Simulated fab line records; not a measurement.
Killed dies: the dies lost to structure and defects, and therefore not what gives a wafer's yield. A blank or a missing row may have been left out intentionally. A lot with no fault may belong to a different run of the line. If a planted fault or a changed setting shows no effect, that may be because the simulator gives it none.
Split-lot study ; flow n5Finfet ; 21 wafers read from 7 lots, route of 1938 steps

THE SPLIT
At N5_BEOL_M3_TRENCH_ETCH_37 (etches SiOC in C4F6/O2, target depth 55.555 nm, time 29.2 s), the setting biasW was moved away from the recipe's 185 W on 4 of the 21 wafers read, by +7.5% to +12.6%. All remaining wafers had this setting at the recipe value.

The reading comes from the split's own step.

THE READING
rfVppV, in V, at N5_BEOL_M3_TRENCH_ETCH_37 (etches SiOC in C4F6/O2, target depth 55.555 nm, time 29.2 s). A value of 667 V with a standard deviation of 7.6 V is what fault-free wafers of this fab line usually give.

wafer;tool, chamber at the split;biasW as run, W;against the recipe;rfVppV, V;against lot-mates on the recipe
L076.2;rieDiel-04, 0;185;recipe;674;-
L076.4;rieDiel-04, 1;185;recipe;661;-
L076.6;rieDiel-04, 3;185;recipe;676;-
L077.2;rieDiel-03, 1;208.3;+12.6%;726;+62
L077.3;rieDiel-03, 3;185;recipe;664;-
L077.5;rieDiel-03, 3;208.3;+12.6%;728;+64
L078.1;rieDiel-02, 0;185;recipe;677;-
L078.3;rieDiel-02, 2;185;recipe;663;-
L078.5;rieDiel-02, 2;185;recipe;665;-
L079.3;rieDiel-03, 0;185;recipe;669;-
L079.4;rieDiel-03, 3;185;recipe;663;-
L079.6;rieDiel-03, 0;185;recipe;669;-
L083.2;rieDiel-02, 0;185;recipe;677;-
L083.3;rieDiel-02, 2;185;recipe;664;-
L083.6;rieDiel-02, 3;185;recipe;675;-
L093.2;rieDiel-02, 0;198.8;+7.5%;717;+54
L093.4;rieDiel-02, 2;185;recipe;663;-
L093.6;rieDiel-02, 0;198.8;+7.5%;717;+54
L096.2;rieDiel-02, 1;185;recipe;661;-
L096.3;rieDiel-02, 0;185;recipe;677;-
L096.6;rieDiel-02, 3;185;recipe;674;-

THE FIT
A straight line over all 21 wafers: rfVppV changes by +5.04 V for each +1% of biasW; r = +0.95; the points scatter about the line by 6.9 V.
The same after taking each lot's own level away (the mean of its wafers on the recipe; 21 wafers): +5.53 V for each +1%; r = +0.96; scatter 7 V.
Per that fit: largest biasW move, reading shift of 70 V.
From 663.0 to 672.0 V: that is the span of the lots' own levels, equal to 1.2 times the standard deviation above.
The two slopes are in agreement: the lot-to-lot level therefore moves the slope only a little.
Check: +75.1 V against its lot-mates is what the line predicts for one of the wafers moved furthest among these (+12.6%) when that wafer is left out of the fit. It came out at +62 V against them.
Tool readings at the split's step, against how far the setting was moved: rfVppV r = +0.95.

THE OTHER SPLITS THESE WAFERS WENT THROUGH
These wafers also went through other splits before the reading. Each is held against what the fit with the lots' levels taken away leaves over:
other split on the same wafers;wafers away from the commonest value;r with rfVppV (lot level and that fit taken away)
N5_BEOL_M2_COAT_05 spinRpm;4;-0.34

FILE'S OWN FIT
rfVppV changes by +5.6 V for each +1% of biasW, r = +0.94.
